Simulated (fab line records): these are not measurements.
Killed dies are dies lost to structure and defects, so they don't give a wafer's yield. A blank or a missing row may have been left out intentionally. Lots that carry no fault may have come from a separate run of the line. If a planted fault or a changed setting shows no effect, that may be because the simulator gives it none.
Which tool did it?    flow nandHarc    7 lots with 21 wafers sampled at 5 steps, on a route of 1302 steps

WHAT THE GAUGES SHOWED, per wafer
NHARC_END_SORT_01.
lot   measured      on         killedAtOther
L987  day 27 07:34  prober-02  0 0 0
L989  day 28 04:44  prober-02  4 4 2
L991  day 28 07:02  prober-01  1 1 0
L994  day 30 12:04  prober-02  0 0 0

WHAT TOOL EACH LOT RAN ON (gives the tool, then ch and the chambers of the sampled wafers, and finally the start)
lot   NHARC_P_M2_DEGAS_29          NHARC_P_M2_PVD_20                       NHARC_P_M2_PVD_21                       NHARC_P_M2_DEP_33
L983  pvdSputter-01, day 7 02:50   pvdSputter-01, day 7 04:40 or earlier   pvdSputter-01, day 7 04:40 or earlier   pecvd-03 ch 0,1,2, day 7 04:40
L984  pvdSputter-02, day 7 14:40   pvdSputter-02, day 7 16:26 or earlier   pvdSputter-02, day 7 16:26 or earlier   pecvd-02 ch 0,1, day 7 16:26
L987  pvdSputter-01, day 8 21:50   pvdSputter-01, day 8 23:32 or earlier   pvdSputter-01, day 8 23:32 or earlier   pecvd-02 ch 0,1,2, day 8 23:32
L989  pvdSputter-02, day 9 14:13   pvdSputter-02, day 9 15:58 or earlier   pvdSputter-02, day 9 15:58 or earlier   pecvd-01 ch 0,2, day 9 15:58
L991  pvdSputter-02, day 10 12:46  pvdSputter-02, day 10 14:31 or earlier  pvdSputter-02, day 10 14:31 or earlier  pecvd-03 ch 0,1,2, day 10 14:31
L994  pvdSputter-01, day 11 19:03  pvdSputter-01, day 11 20:45 or earlier  pvdSputter-01, day 11 20:45 or earlier  pecvd-03 ch 0,1,2, day 11 20:45
L999  pvdSputter-01, day 14 03:20  pvdSputter-01, day 14 05:02 or earlier  pvdSputter-01, day 14 05:02 or earlier  pecvd-02 ch 0,2, day 14 05:02
- NHARC_P_M2_DEGAS_29: time 60 s.
- NHARC_P_M2_PVD_20: deposits TaN, target thk 5 nm, time 8.06 s.
- NHARC_P_M2_PVD_21: deposits Cu, target thk 30 nm, time 20.49 s.
- NHARC_P_M2_DEP_33: deposits SiCN, target thk 30 nm.

THE ANSWER, worked out from the rows above alone
Rule: the usual values come from the lots themselves. The widest of any qualifying gaps counts: lots, ordered by their means at a reading, are off when they make up no more than a third of the lots, leave a main group of 4 or more, and stand apart from it by 3 or more times the standard deviation of that group's means. The tables above print the reading to a certain number of digits; a main group whose means all agree to those digits is not used. Also off: a lot with no number at a reading for which 4 or more lots have one. The other lots that the step has rows for count as sound.
None of the lots is off at any reading shown; this tells nothing.

WHAT WAS PUT IN BY THE SIMULATOR
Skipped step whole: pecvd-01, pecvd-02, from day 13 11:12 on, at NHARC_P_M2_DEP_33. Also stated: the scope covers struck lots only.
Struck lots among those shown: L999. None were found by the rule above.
